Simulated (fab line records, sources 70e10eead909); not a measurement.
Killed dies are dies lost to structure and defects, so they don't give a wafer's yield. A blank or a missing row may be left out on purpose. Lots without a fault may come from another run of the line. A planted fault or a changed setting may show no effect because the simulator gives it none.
Which tool did it? | flow nand_harc | 14 lots, 42 wafers sampled, at 5 steps of a route of 1302

WHAT THE GAUGES READ, wafer by wafer
NHARC_P_ZERO_WELL_CD_MEAS_11: target cd 500 nm.
lot  | measured     | on        | cd_nm (nm)
L132 | day 2 07:16  | cd_sem-01 | 496.1 496.8 496.9
L133 | day 2 17:08  | cd_sem-02 | 500.1 500.4 500.0
L134 | day 3 03:15  | cd_sem-02 | 498.5 497.5 496.0
L137 | day 4 09:07  | cd_sem-03 | 542.7 544.2 544.6
L138 | day 4 19:15  | cd_sem-03 | 501.0 500.5 497.0
L139 | day 5 05:14  | cd_sem-02 | 534.4 533.3 534.4
L140 | day 5 15:14  | cd_sem-02 | 499.2 497.7 498.9
L142 | day 6 11:14  | cd_sem-01 | 500.9 500.5 500.8
L145 | day 7 17:07  | cd_sem-01 | 498.5 500.0 498.0
L146 | day 8 03:15  | cd_sem-01 | 503.7 500.1 501.0
L147 | day 8 13:15  | cd_sem-03 | 497.7 498.2 498.9
L148 | day 8 23:19  | cd_sem-01 | 501.2 499.9 500.0
L151 | day 10 05:07 | cd_sem-03 | 499.6 499.8 500.3
L152 | day 10 15:07 | cd_sem-03 | 499.6 499.1 498.7

NHARC_P_ZERO_WELL_CD_MEAS_52: target cd 2000 nm.
lot  | measured     | on        | cd_nm (nm)
L132 | day 2 11:58  | cd_sem-02 | 2000.4 2001.9 1999.9
L133 | day 2 21:41  | cd_sem-01 | 2001.7 2000.5 2000.0
L134 | day 3 07:29  | cd_sem-02 | 1995.4 1999.8 1998.8
L137 | day 4 13:40  | cd_sem-01 | 2001.1 1997.3 1997.0
L138 | day 4 23:52  | cd_sem-02 | 2000.2 1999.6 2001.2
L139 | day 5 09:46  | cd_sem-03 | 2002.7 1998.2 2000.4
L140 | day 5 19:46  | cd_sem-01 | 1998.1 1998.2 1995.6
L142 | day 6 15:46  | cd_sem-01 | 1996.3 1996.9 1999.6
L145 | day 7 21:41  | cd_sem-02 | 1996.4 2000.1 1999.4
L146 | day 8 08:01  | cd_sem-02 | 2005.3 2000.8 2002.2
L147 | day 8 17:50  | cd_sem-03 | 1998.5 1995.2 1998.4
L148 | day 9 03:51  | cd_sem-03 | 2002.7 1999.3 2000.3
L151 | day 10 09:42 | cd_sem-01 | 1999.8 2002.1 2001.1
L152 | day 10 19:45 | cd_sem-03 | 1999.8 1999.8 2001.9

NHARC_P_STI_INSPECT_25.
lot  | measured     | on                | raw_defect_count
L132 | day 4 13:42  | defect_inspect-01 | 115 161 242
L133 | day 4 23:50  | defect_inspect-01 | 170 229 169
L134 | day 5 06:29  | defect_inspect-02 | 273 326 379
L137 | day 6 14:55  | defect_inspect-01 | 201 243 143
L138 | day 7 07:01  | defect_inspect-01 | 216 238 159
L139 | day 7 07:01  | defect_inspect-02 | 145 183 142
L140 | day 7 22:43  | defect_inspect-01 | 216 228 231
L142 | day 8 11:25  | defect_inspect-02 | 197 203 212
L145 | day 10 01:46 | defect_inspect-01 | 258 283 205
L146 | day 10 07:35 | defect_inspect-01 | 283 294 239
L147 | day 10 22:36 | defect_inspect-02 | 131 248 302
L148 | day 11 03:08 | defect_inspect-01 | 203 171 264
L151 | day 12 05:40 | defect_inspect-02 | 212 198 325
L152 | day 12 15:43 | defect_inspect-02 | 178 249 211

WHICH TOOL RAN EACH LOT (tool, then ch and the chambers of the sampled wafers, then the start)
lot  | NHARC_P_ZERO_WELL_EXPOSE_08       | NHARC_P_ZERO_WELL_DESCUM_54
L132 | krf_scanner-01 ch 0, day 2 07:07  | rie_diel-05 ch 0,1,3, day 2 12:10
L133 | krf_scanner-01 ch 0, day 2 16:59  | rie_diel-11 ch 1,3, day 2 21:50
L134 | krf_scanner-04 ch 0, day 3 03:06  | rie_diel-11 ch 1,2,3, day 3 07:41
L137 | krf_scanner-04 ch 0, day 4 08:58  | rie_diel-05 ch 1,3, day 4 14:09
L138 | krf_scanner-02 ch 0, day 4 19:06  | rie_diel-05 ch 0,3, day 5 00:02
L139 | krf_scanner-04 ch 0, day 5 05:05  | rie_diel-04 ch 1,2,3, day 5 09:56
L140 | krf_scanner-01 ch 0, day 5 15:05  | rie_diel-11 ch 0,1,2, day 5 19:57
L142 | krf_scanner-02 ch 0, day 6 11:05  | rie_diel-04 ch 1,2,3, day 6 15:57
L145 | krf_scanner-01 ch 0, day 7 16:58  | rie_diel-04 ch 1,2, day 7 21:50
L146 | krf_scanner-02 ch 0, day 8 03:07  | rie_diel-05 ch 2,3, day 8 08:12
L147 | krf_scanner-01 ch 0, day 8 13:06  | rie_diel-05 ch 1,3, day 8 18:02
L148 | krf_scanner-02 ch 0, day 8 23:10  | rie_diel-11 ch 0,1,3, day 9 04:01
L151 | krf_scanner-02 ch 0, day 10 04:58 | rie_diel-11 ch 0,1,2, day 10 12:19
L152 | krf_scanner-02 ch 0, day 10 14:59 | rie_diel-11 ch 0,1,2, day 10 20:11
- NHARC_P_ZERO_WELL_EXPOSE_08: exposes mask P ZERO, target cd 500 nm.
- NHARC_P_ZERO_WELL_DESCUM_54: chemistry O2, time 3 s.

WHAT THE TOOLS THEMSELVES READ (means of the sampled wafers that have a number; where no wafer has one, the mark that the record gives instead)
NHARC_P_ZERO_WELL_EXPOSE_08.
lot  | tool           | exposure_dose_mJ_cm2
L132 | krf_scanner-01 | 33.79
L133 | krf_scanner-01 | 33.79
L134 | krf_scanner-04 | 33.83
L137 | krf_scanner-04 | 43.04
L138 | krf_scanner-02 | 33.81
L139 | krf_scanner-04 | 41.23
L140 | krf_scanner-01 | 33.79
L142 | krf_scanner-02 | 33.78
L145 | krf_scanner-01 | 33.81
L146 | krf_scanner-02 | 33.76
L147 | krf_scanner-01 | 33.73
L148 | krf_scanner-02 | 33.83
L151 | krf_scanner-02 | 33.83
L152 | krf_scanner-02 | 33.78

NHARC_P_ZERO_WELL_DESCUM_54.
lot  | tool        | drypump_motor_current_A (A) | oes_product_au (a.u.) | rf_vpp_V (V) | showerhead_plenum_p_Torr (Torr) | throttle_valve_pct (%)
L132 | rie_diel-05 | 5.7                         | 1.005                 | 57.4         | 1.91                            | 11.311
L133 | rie_diel-11 | 5.8                         | 1.007                 | 57.3         | 1.87                            | 11.305
L134 | rie_diel-11 | 5.7                         | 1.006                 | 57.3         | 1.88                            | 11.314
L137 | rie_diel-05 | 5.5                         | 1.010                 | 57.1         | 1.83                            | 11.300
L138 | rie_diel-05 | 5.2                         | 1.005                 | 57.1         | 1.87                            | 11.310
L139 | rie_diel-04 | 5.8                         | 1.001                 | 58.4         | 1.88                            | 11.321
L140 | rie_diel-11 | 5.9                         | 0.996                 | 57.8         | 1.91                            | 11.312
L142 | rie_diel-04 | 5.8                         | 1.006                 | 58.3         | 1.88                            | 11.317
L145 | rie_diel-04 | 5.5                         | 1.002                 | 57.4         | 1.82                            | 11.308
L146 | rie_diel-05 | 5.4                         | 1.007                 | 56.8         | 1.81                            | 11.304
L147 | rie_diel-05 | 5.5                         | 1.011                 | 56.7         | 1.82                            | 11.312
L148 | rie_diel-11 | 6.0                         | 0.995                 | 57.1         | 1.90                            | 11.302
L151 | rie_diel-11 | 5.9                         | 1.002                 | 57.6         | 1.90                            | 11.307
L152 | rie_diel-11 | 6.0                         | 0.999                 | 57.6         | 1.90                            | 11.318

THE ANSWER, worked out from the rows above alone
Rule: what is usual is taken from the lots themselves. Put in order of their means at a reading, lots are off if they are a third of the lots or fewer, leave a main group of 4 or more, and stand apart from it by a gap of 3 or more times the standard deviation of the main group's means; of several such gaps the widest counts. A main group whose means are all the same, to the digits that the tables above print for the reading, isn't used. A lot without any number at a reading at which 4 lots or more have one is off too. The other lots that the step has rows for count as sound. The gauges are gone through in route order, then the tools' own readings, and for those a lot's mean is taken as printed above. The first step at which some lot is off is used, and at that step the reading that is off furthest; a lot without a number counts as furthest.
Off: L137, L139, at NHARC_P_ZERO_WELL_CD_MEAS_11 (cd_nm). The main group: mean 499.3 nm, standard deviation 1.4.
A tool fits if, at a process step before that reading, it ran every lot that is off, and no sound lot after the first of them. The gauges at NHARC_P_ZERO_WELL_CD_MEAS_11 aren't tried: what is off there is off at NHARC_P_ZERO_WELL_EXPOSE_08 too, on other tools, and a gauge's error can't cause that. One fits: krf_scanner-04 at NHARC_P_ZERO_WELL_EXPOSE_08. Its last sound lot is L134 (day 3 03:06), its first lot that is off L137 (day 4 08:58): a fault that began between those two fits.
The tool's own readings at NHARC_P_ZERO_WELL_EXPOSE_08 bear it out: on the lots that are off they differ by more than 5 times the standard deviation of the sound lots' means. exposure_dose_mJ_cm2 reads 42.13 there against 33.79 on the sound lots.

WHAT THE SIMULATOR HAD PUT IN
Process parameter drift: krf_scanner-04, from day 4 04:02 on, at NHARC_P_ZERO_WELL_EXPOSE_08. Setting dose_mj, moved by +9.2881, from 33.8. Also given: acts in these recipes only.
Lots struck among those shown: L137, L139. The rule above found the same.
